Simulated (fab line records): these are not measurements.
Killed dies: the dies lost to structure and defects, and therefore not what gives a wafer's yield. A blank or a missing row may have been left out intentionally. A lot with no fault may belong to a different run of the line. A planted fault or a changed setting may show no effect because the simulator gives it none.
Chamber matching + flow nand harc + NHARC_P_STI_ETCH_15 on rie si-04 has 4 sister chambers
The step etches the open film in HBr/Cl2, target depth 300 nm, time 100.1 s. 4 wafers are shown with their chamber, then 9 later ones without.

== WAFERS, EACH WITH ITS CHAMBER ==
| wafer  | chamber | drypump motor current A (A) |
|--------|---------|-----------------------------|
| L560.2 | 2       | 5.2                         |
| L560.4 | 0       | 5.4                         |
| L561.2 | 3       | 5.7                         |
| L561.6 | 1       | 5.9                         |

== WAFERS WHOSE CHAMBER IS MISSING ==
| wafer  | drypump motor current A (A) |
|--------|-----------------------------|
| L562.1 | 5.9                         |
| L562.2 | 5.4                         |
| L562.5 | 5.2                         |
| L563.1 | 5.5                         |
| L563.4 | 5.1                         |
| L563.5 | 5.2                         |
| L564.2 | 5.7                         |
| L564.4 | 5.2                         |
| L564.5 | 5.9                         |

== CHAMBER TAKEN BY EACH ==
| wafer  | from the rows above | in truth |
|--------|---------------------|----------|
| L562.1 | 1                   | 1        |
| L562.2 | 0                   | 0        |
| L562.5 | 2                   | 2        |
| L563.1 | 0                   | 0        |
| L563.4 | 2                   | 2        |
| L563.5 | 2                   | 2        |
| L564.2 | 3                   | 3        |
| L564.4 | 2                   | 2        |
| L564.5 | 1                   | 1        |
Placed correctly: 9 of 9. From these rows, 0 cannot be placed. Placed wrongly: 0.
How it was worked out, from the rows above alone: a wafer's distance from a chamber is the root of the sum, over the readings, of the square of ((its reading less the chamber's mean) divided by the reading's scatter). The wafer belongs to the nearest chamber; if the next one is less than 2 further off, it can't be placed. The mean given for a chamber averages the wafers shown for that chamber. The scatter (one wafer shown for each chamber): square how far every hidden wafer sits from the nearest shown wafer, average those squares and take the square root.
